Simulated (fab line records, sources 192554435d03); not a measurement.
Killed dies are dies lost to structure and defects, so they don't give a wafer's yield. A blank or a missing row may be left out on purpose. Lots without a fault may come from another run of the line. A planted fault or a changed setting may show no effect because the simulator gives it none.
A struck lot beside a sound one | flow n5_finfet | 15 steps out of a route of 1938
Sound: wafers L873.3, L873.4, L873.5. Struck: wafers L879.1, L879.3, L879.4. The cause comes at the end.
At each step with rows: each side's tool, then ch and its chambers, then its first start. Under that, the readings that differ: sound wafers | struck wafers | difference of the means | sigmas: that difference in standard deviations of wafers without a fault.
alike: readings whose means differ by less than 2 such deviations, and words and numbers that are the same on both sides. not compared: withheld readings, readings that some wafer has no value for, bounds like >300 that may hide the same value, and numbers for which the record gives no deviation and whose values overlap.
The two part at a step that has a row with sigmas, a row that says differs or no value, or rows on one side only. Numbers that don't overlap but have no deviation are shown without sigmas and don't part them. A reading that every wafer of one side lacks parts them only if that side has two wafers or more.

first, 8 steps without rows for these wafers: N5_BEOL_M8_COAT_64 (time 60 s, resist thk 12 nm); N5_BEOL_M8_COAT_71 (time 60 s, resist thk 5 nm); N5_BEOL_M8_COAT_22 (resist thk 30 nm); N5_BEOL_M8_EBR_24; N5_BEOL_M8_SOFTBAKE_23 (time 60 s); N5_BEOL_M8_EXPOSE_25 (exposes mask V7, target cd 40 nm); N5_BEOL_M8_PEB_26 (peb time 60 s); N5_BEOL_M8_DEVELOP_27 (develop time 30 s).
N5_BEOL_M8_CD_MEAS_28: target cd 40 nm.
  sound on cd_sem-01 ch 0, day 12 19:48; struck on cd_sem-02 ch 0, day 14 13:32
  alike: cd_nm
N5_BEOL_M8_OVL_MEAS_29:
  sound on overlay-02 ch 0, day 12 19:50; struck on overlay-01 ch 0, day 14 13:34
  alike: V7_OVL
N5_BEOL_M8_INSPECT_30: inspects for defects (brightfield).
  sound on defect_inspect-01, day 12 19:53; struck on defect_inspect-02, day 14 13:37
  alike: raw_defect_count
N5_BEOL_M8_DESCUM_33: chemistry O2, time 7 s.
  sound on rie_diel-05 ch 0,1, day 12 20:11; struck on rie_diel-02 ch 1,2, day 14 13:40
  alike: bias_power_w, chamber_pressure_mTorr, drypump_motor_current_A, oes_product_au, rf_fwd_power_W, rf_vpp_V, showerhead_plenum_p_Torr, throttle_valve_pct
  not compared: rf_hours_counter_h
N5_BEOL_M8_ETCH_72: etches underlayer in N2/H2, target depth 6.5 nm, time 5.2 s.
  sound on rie_diel-05 ch 0,1, day 12 20:13; struck on rie_diel-02 ch 1,2, day 14 13:41
  no value came back on the struck wafers for any of 9 readings (bias_w (W), chamber_pressure_mTorr (mTorr) and others); on the sound wafers bias_w (W) reads 149.8 150.8 150.4
  reading                                      | sound          | struck     | difference | sigmas
  model.CAR-EUV_of_BEOL_M8_COAT_22.thk_nm (nm) | 20.4 20.4 20.6 | 26 26.2 26 | +6         |
  not compared: rf_hours_counter_h
N5_BEOL_M8_ETCH_65: etches SiARC in CF4, target depth 15.6 nm, time 26 s.
  sound on rie_diel-05 ch 0,1, day 12 20:14; struck on rie_diel-02 ch 1,2, day 14 13:43
  reading                                      | sound             | struck            | difference | sigmas
  chamber_pressure_mTorr (mTorr)               | 40.04 40.07 40.01 | 39.96 39.94 39.93 | -0.10      | -3
  model.CAR-EUV_of_BEOL_M8_COAT_22.thk_nm (nm) | 11.2 11.2 11.4    | 16.8 17 16.8      | +5.6       |
  alike: bias_w, cf4_flow_sccm, drypump_motor_current_A, etch_rf_on_time_s, oes_product_au, rf_fwd_power_W, rf_vpp_V, showerhead_plenum_p_Torr, throttle_valve_pct
  not compared: rf_hours_counter_h
N5_BEOL_M8_ETCH_66: etches SOC in N2/H2, target depth 80 nm, overetch 16 nm, time 120 s.
  sound on rie_diel-05 ch 0,1, day 12 20:16; struck on rie_diel-02 ch 1,2, day 14 13:44
  alike: bias_w, chamber_pressure_mTorr, drypump_motor_current_A, oes_product_au, rf_fwd_power_W, rf_vpp_V, showerhead_plenum_p_Torr, throttle_valve_pct
  not compared: rf_hours_counter_h

WHERE THEY PART
First at N5_BEOL_M8_ETCH_72; last, within this record, at N5_BEOL_M8_ETCH_65. Later steps at which nothing parts them and some readings are alike: N5_BEOL_M8_ETCH_66.

WHY: what the simulator had put in
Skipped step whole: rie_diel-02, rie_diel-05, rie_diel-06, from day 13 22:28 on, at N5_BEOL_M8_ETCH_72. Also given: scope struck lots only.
